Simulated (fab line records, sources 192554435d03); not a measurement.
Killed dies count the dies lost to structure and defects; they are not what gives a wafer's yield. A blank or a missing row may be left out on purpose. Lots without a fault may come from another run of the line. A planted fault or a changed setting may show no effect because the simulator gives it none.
Chamber matching + flow n5-finfet + N5_ZERO_LAYER_ETCH_17 on rie-diel-06: 4 sister chambers
The step etches SiO2 in CF4, target depth 12 nm, time 13.3 s. 8 wafers are shown with their chamber, then 12 later ones without.

== WAFERS PAIRED WITH THEIR CHAMBERS ==
| wafer  | chamber | showerhead-plenum-p-Torr (Torr) | drypump-motor-current-A (A) |
|--------|---------|---------------------------------|-----------------------------|
| L081.5 | 3       | 2.24                            | 5.6                         |
| L083.4 | 3       | 2.24                            | 5.6                         |
| L084.4 | 0       | 2.20                            | 6.4                         |
| L084.5 | 1       | 2.07                            | 5.8                         |
| L084.6 | 2       | 2.06                            | 6.7                         |
| L086.2 | 2       | 2.06                            | 6.7                         |
| L086.3 | 0       | 2.20                            | 6.4                         |
| L086.4 | 1       | 2.06                            | 5.7                         |

== WAFERS WHOSE CHAMBER IS MISSING ==
| wafer  | showerhead-plenum-p-Torr (Torr) | drypump-motor-current-A (A) |
|--------|---------------------------------|-----------------------------|
| L087.2 | 2.06                            | 6.7                         |
| L087.3 | 2.20                            | 6.5                         |
| L087.4 | 2.24                            | 5.5                         |
| L090.1 | 2.06                            | 6.7                         |
| L090.2 | 2.20                            | 6.4                         |
| L090.4 | 2.06                            | 5.8                         |
| L095.3 | 2.05                            | 6.7                         |
| L095.4 | 2.20                            | 6.4                         |
| L095.5 | 2.05                            | 6.7                         |
| L096.2 | 2.23                            | 5.6                         |
| L096.3 | 2.05                            | 6.7                         |
| L096.5 | 2.23                            | 5.6                         |

== WHICH CHAMBER EACH WENT THROUGH ==
| wafer  | from the rows above | in truth |
|--------|---------------------|----------|
| L087.2 | 2                   | 2        |
| L087.3 | 0                   | 0        |
| L087.4 | 3                   | 3        |
| L090.1 | 2                   | 2        |
| L090.2 | 0                   | 0        |
| L090.4 | 1                   | 1        |
| L095.3 | 2                   | 2        |
| L095.4 | 0                   | 0        |
| L095.5 | 2                   | 2        |
| L096.2 | 3                   | 3        |
| L096.3 | 2                   | 2        |
| L096.5 | 3                   | 3        |
12 of 12 placed correctly. Number that these rows cannot place: 0. Number placed wrongly: 0.
How it was worked out, from the rows above alone: a wafer's distance from a chamber is the root of the sum, over the readings, of the square of ((its reading less the chamber's mean) divided by the reading's scatter). The wafer belongs to the nearest chamber; if the next one is less than 2 further off, it can't be placed. Each chamber's mean is taken over the wafers shown for it. The scatter: take each reading less its chamber's mean, square it, sum over the shown wafers, divide by the number of wafers less the number of chambers, and take the root.
